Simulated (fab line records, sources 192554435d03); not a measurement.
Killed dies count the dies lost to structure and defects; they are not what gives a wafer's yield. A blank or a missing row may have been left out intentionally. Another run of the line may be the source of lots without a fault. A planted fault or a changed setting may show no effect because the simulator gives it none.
A struck lot beside a sound one / flow n5-finfet / 29 steps out of a route of 1938
Sound: the wafers L452.3, L452.4, L452.6. Struck: wafer L466.5. (L466.1, L466.6 of the same lot were not struck and are left out.) The cause comes at the end.
Each step with rows lists, per side, the tool, then ch with its chambers, then its first start. Under that, the readings that differ: sound wafers / struck wafers / difference of the means / sigmas: that difference in standard deviations of wafers without a fault.
alike: same words and numbers on both sides, and readings whose means sit less than 2 such deviations apart. not compared: any withheld reading, any reading some wafer has no value for, any bound like >300 that may hide the same value, and any number with overlapping values for which the record gives no deviation.
A row with sigmas, a row that says differs or no value, or rows on one side alone: a step with any of these is where the two part. Non-overlapping numbers with no deviation appear without sigmas and do not part them. A reading that every wafer of one side lacks parts them only if that side has two wafers or more.

first, 1 step without rows for these wafers: N5_MIM_BOT_LITHO_HARDBAKE_09 (time 120 s).
N5_MIM_BOT_LITHO_CD_MEAS_08 targets a cd of 3000 nm.
  sound on cd-sem-02 ch 0, day 12 06:28; struck on cd-sem-03 ch 0, day 16 04:45
  alike: cd-nm
N5_MIM_BOT_LITHO_OVL_MEAS_11:
  sound on overlay-01 ch 0, day 12 06:31; struck on overlay-01 ch 0, day 16 04:47
  alike: MIM_BOT_OVL
N5_MIM_BOT_LITHO_INSPECT_12: inspects for defects (macro).
  sound on defect-inspect-02, day 12 06:32; struck on defect-inspect-01, day 16 04:49
  alike: raw-defect-count
then, 3 steps without rows for these wafers: N5_MIM_BOT_LITHO_DESCUM_10 (chemistry O2, time 7.9 s); N5_MIM_BOT_ETCH_ETCH_04 (etches SiNx in CF4/O2, target depth 26 nm, time 13 s); N5_MIM_BOT_ETCH_ETCH_03 (etches the open film in Cl2/BCl3, target depth 12 nm).
N5_MIM_BOT_ETCH_ETCH_00: etches TiN in Cl2/BCl3, target depth 45.5 nm.
  sound on rie-metal-01 ch 0,1, day 12 06:56; struck on rie-metal-02 ch 0, day 16 05:11
reading=drypump-motor-current-A (A); sound=5.95 6.42 6.37; struck=5.62; difference=-0.63; sigmas=-2
  alike: oes-product-au, throttle-valve-pct
  not compared: rf-hours-counter-h
N5_MIM_BOT_ETCH_STRIP_01: strips in O2.
  sound on rie-diel-01 ch 1,2,3, day 12 07:02; struck on rie-diel-03 ch 0, day 16 05:26
  alike: drypump-motor-current-A, oes-product-au, rf-vpp-V, showerhead-plenum-p-Torr, temp-c, throttle-valve-pct
  not compared: rf-hours-counter-h
then, 3 steps without rows for these wafers: N5_MIM_BOT_ETCH_STRIP_02 (strips in post etch residue remover, time 1200 s); N5_MIM_BOT_ETCH_CLEAN_05 (cleans in IPA, time 180 s); N5_MIM_BOT_ETCH_SRD_06 (time 30 s).
N5_PASSIVATION_PECVD_55: deposits SiO2 from SiH4/N2O, target thk 400 nm, time 22.5 s.
  sound on pecvd-03 ch 1,2, day 12 07:32; struck on pecvd-04 ch 0, day 16 05:56
reading=model.SiO2_of_PASSIVATION_PECVD_55.thk-nm (nm); sound=397.8 402.6 406.6; struck=371.2; difference=-31.1; sigmas=
  alike: heater-power-w, showerhead-plenum-p-Torr, throttle-valve-pct
then, 9 steps without rows for these wafers: N5_PASSIVATION_PECVD_01 (deposits SiNx from SiH4/NH3/N2, target thk 200 nm, time 43.2 s); N5_PASSIVATION_HMDS_03 (time 60 s); N5_PASSIVATION_COAT_04; N5_PASSIVATION_EBR_06; N5_PASSIVATION_SOFTBAKE_05 (time 90 s); N5_PASSIVATION_EXPOSE_07 (exposes mask TV, defocus 0 nm, target cd 3000 nm); N5_PASSIVATION_PEB_08; N5_PASSIVATION_DEVELOP_09 (develop time 60 s); N5_PASSIVATION_HARDBAKE_11 (time 120 s).
N5_PASSIVATION_CD_MEAS_10 targets a cd of 3000 nm.
  sound on cd-sem-02 ch 0, day 12 08:06; struck on cd-sem-01 ch 0, day 16 11:00
  alike: cd-nm
N5_PASSIVATION_OVL_MEAS_60:
  sound on overlay-01 ch 0, day 12 08:08; struck on overlay-01 ch 0, day 16 11:02
  alike: TV_OVL
N5_PASSIVATION_INSPECT_61: inspects for defects (macro).
  sound on defect-inspect-01, day 12 08:10; struck on defect-inspect-02, day 16 11:04
  alike: raw-defect-count
N5_PASSIVATION_DESCUM_12: chemistry O2, time 7.9 s.
  sound on rie-diel-04 ch 0,2,3, day 12 08:19; struck on rie-diel-06 ch 2, day 16 11:05
  alike: drypump-motor-current-A, oes-product-au, rf-vpp-V, showerhead-plenum-p-Torr, temp-c, throttle-valve-pct
  not compared: rf-hours-counter-h
N5_PASSIVATION_PASS_ETCH_74: etches SiNx in CF4/O2, target depth 220 nm, time 110 s.
  sound on rie-diel-04 ch 0,2,3, day 12 08:22; struck on rie-diel-06 ch 2, day 16 11:10
  alike: drypump-motor-current-A, oes-product-au, rf-vpp-V, showerhead-plenum-p-Torr, throttle-valve-pct
  not compared: rf-hours-counter-h
N5_PASSIVATION_VIA_ETCH_13: etches SiO2 in CHF3/O2, target depth 660 nm, time 330 s.
  sound on rie-diel-04 ch 0,2,3, day 12 08:28; struck on rie-diel-06 ch 2, day 16 11:15
reading=etch-rf-on-time-s (s); sound=235 240 239; struck=225; difference=-13; sigmas=-3
  alike: drypump-motor-current-A, oes-product-au, rf-vpp-V, showerhead-plenum-p-Torr, throttle-valve-pct
  not compared: rf-hours-counter-h, model.coat_of_PASSIVATION_COAT_04.thk-nm
N5_PASSIVATION_STRIP_14: strips in O2.
  sound on rie-diel-04 ch 0,2,3, day 12 08:40; struck on rie-diel-06 ch 2, day 16 11:27
  alike: drypump-motor-current-A, oes-product-au, rf-vpp-V, showerhead-plenum-p-Torr, temp-c, throttle-valve-pct
  not compared: rf-hours-counter-h

## WHERE THEY PART
Last at N5_PASSIVATION_VIA_ETCH_13 as far as this record goes, first at N5_MIM_BOT_ETCH_ETCH_00. Later steps at which nothing parts them and some readings are alike: N5_PASSIVATION_STRIP_14.

WHY: what had been put in by the simulator
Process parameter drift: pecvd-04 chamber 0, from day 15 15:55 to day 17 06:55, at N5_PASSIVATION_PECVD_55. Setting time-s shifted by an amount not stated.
